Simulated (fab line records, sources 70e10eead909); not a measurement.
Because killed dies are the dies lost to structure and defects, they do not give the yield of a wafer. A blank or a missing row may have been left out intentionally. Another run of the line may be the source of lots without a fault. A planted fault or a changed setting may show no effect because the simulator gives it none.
Struck lot and sound lot, side by side :: flow nand harc :: 14 out of 1159 route steps
Sound: the wafers L529.1, L529.2, L529.4. Struck: wafer L523.5; the same lot's L523.2 was not struck, so it is left out; see the end for the cause.
For every step that has rows: the tool of each side, followed by ch and its chambers, followed by its first start. Under that, the readings that differ: sound wafers :: struck wafers :: difference of the means :: sigmas: that difference in standard deviations of wafers without a fault.
alike: words and numbers the same on both sides, and readings whose means are apart by under 2 such deviations; not compared: readings that were withheld, readings missing a value for some wafer, numbers with overlapping values and no deviation given by the record, and bounds like >300 which may hide the same value.
A row with sigmas, a row that says differs or no value, or rows on one side alone: a step with any of these is where the two part. When numbers do not overlap yet have no deviation, they are printed without sigmas and do not part them. Lack of a reading on every wafer of one side parts them only where that side has two or more wafers.

first, 2 steps without rows for these wafers: NHARC_A_CONTACT_STRIP_104 (strips in CF4/CHF3); NHARC_A_CONTACT_STRIP_105 (strips in O2/COS).
NHARC_A_CONTACT_ETCH_106: etches the open film in CF4/O2, target depth 60 nm, overetch 6 nm, time 33 s.
  sound on rie diel-02 ch 0,1,2, day 21 16:05; struck on rie diel-02 ch 1, day 19 19:40
  alike: cf4 flow sccm, drypump motor current A, oes product au, rf vpp V, showerhead plenum p Torr, throttle valve pct
  not compared: rf hours counter h
NHARC_A_CONTACT_STRIP_82: strips in O2.
  sound: rie diel-02 ch 0,1,3; struck: rie diel-02 ch 2
  alike: drypump motor current A, oes product au, rf vpp V, showerhead plenum p Torr, throttle valve pct
  not compared: rf hours counter h
then, 1 step without rows for these wafers: NHARC_A_CONTACT_STRIP_83 (strips in post etch residue remover, time 600 s).
NHARC_A_CONTACT_DEP_84: deposits aC, target thk 2000 nm.
  sound on acl dep-01 ch 0, day 21 18:22; struck on acl dep-03 ch 0, day 19 23:43
  alike: throttle valve pct
NHARC_A_CONTACT_DEP_85: deposits SiON, target thk 50 nm.
  sound on pecvd-01 ch 0,1, day 21 19:38; struck on pecvd-02 ch 1, day 20 00:49
  alike: heater power w
then, 5 steps without rows for these wafers: NHARC_A_CONTACT_DEHYDRATE_00 (time 120 s); NHARC_A_CONTACT_HMDS_01 (time 30 s); NHARC_A_CONTACT_COAT_86 (time 75 s); NHARC_A_CONTACT_COAT_87 (time 65 s); NHARC_A_CONTACT_COAT_02 (resist thk 90 nm).
NHARC_A_CONTACT_SOFTBAKE_03: time 55 s.
  sound on litho track-01 ch 0, day 21 19:00; struck on litho track-04 ch 0, day 20 01:00
reading: heater power total W (W)
sound: 188.47 188.31 188.47
struck: 222.63
difference: +34.21
sigmas: +99 or more
  alike: exhaust pa
  not compared: plate temp C
then, 1 step without rows for these wafers: NHARC_A_CONTACT_EBR_04.

== WHERE THEY PART ==
Within this record, at NHARC_A_CONTACT_SOFTBAKE_03 only.

WHY: whatever the simulator had introduced
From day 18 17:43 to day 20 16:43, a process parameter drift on litho track-04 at NHARC_A_CONTACT_SOFTBAKE_03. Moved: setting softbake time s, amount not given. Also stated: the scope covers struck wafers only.
